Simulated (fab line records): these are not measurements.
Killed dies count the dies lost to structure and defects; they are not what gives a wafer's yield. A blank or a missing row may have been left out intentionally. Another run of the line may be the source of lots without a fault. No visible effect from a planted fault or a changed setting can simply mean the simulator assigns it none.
Matching of chambers    flow n5-finfet    N5_GATE_CUT_CMP_61 on cmp-02 has 4 sister chambers
The step polishes, stops on SiNx, t overpolish 3 s. 4 wafers are shown with their chamber, then 9 later ones without.

EACH WAFER AND ITS CHAMBER
wafer   chamber  motor-current-A (A)
L077.4  1        12.9
L087.5  0        11.4
L090.3  3        14.9
L090.5  2        13.6

WAFERS WITH NO CHAMBER GIVEN
wafer   motor-current-A (A)
L091.1  14.3
L091.2  12.9
L091.6  12.9
L094.1  11.3
L094.2  14.8
L094.5  13.7
L097.2  11.5
L097.3  13.7
L097.6  14.2

WHICH CHAMBER EACH ONE RAN IN
wafer    from the rows above       in truth
L091.1   can't be placed: 3 or 2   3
L091.2   1                         1
L091.6   1                         1
L094.1   0                         0
L094.2   3                         3
L094.5   2                         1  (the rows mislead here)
L097.2   0                         0
L097.3   2                         2
L097.6   can't be placed: 2 or 3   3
Correctly placed: 6 of 9. Can't be placed from these rows: 2 (the true chamber is among the candidates in 2). 1 placed wrongly.
How it was worked out, from the rows above alone: a wafer's distance from a chamber is the root of the sum, over the readings, of the square of ((its reading less the chamber's mean) divided by the reading's scatter). The wafer belongs to the nearest chamber; if the next one is less than 2 further off, it can't be placed. Each chamber's mean is taken over the wafers shown for it. The scatter: root of mean squared gap, hidden wafer to nearest shown wafer, with one shown wafer a chamber.
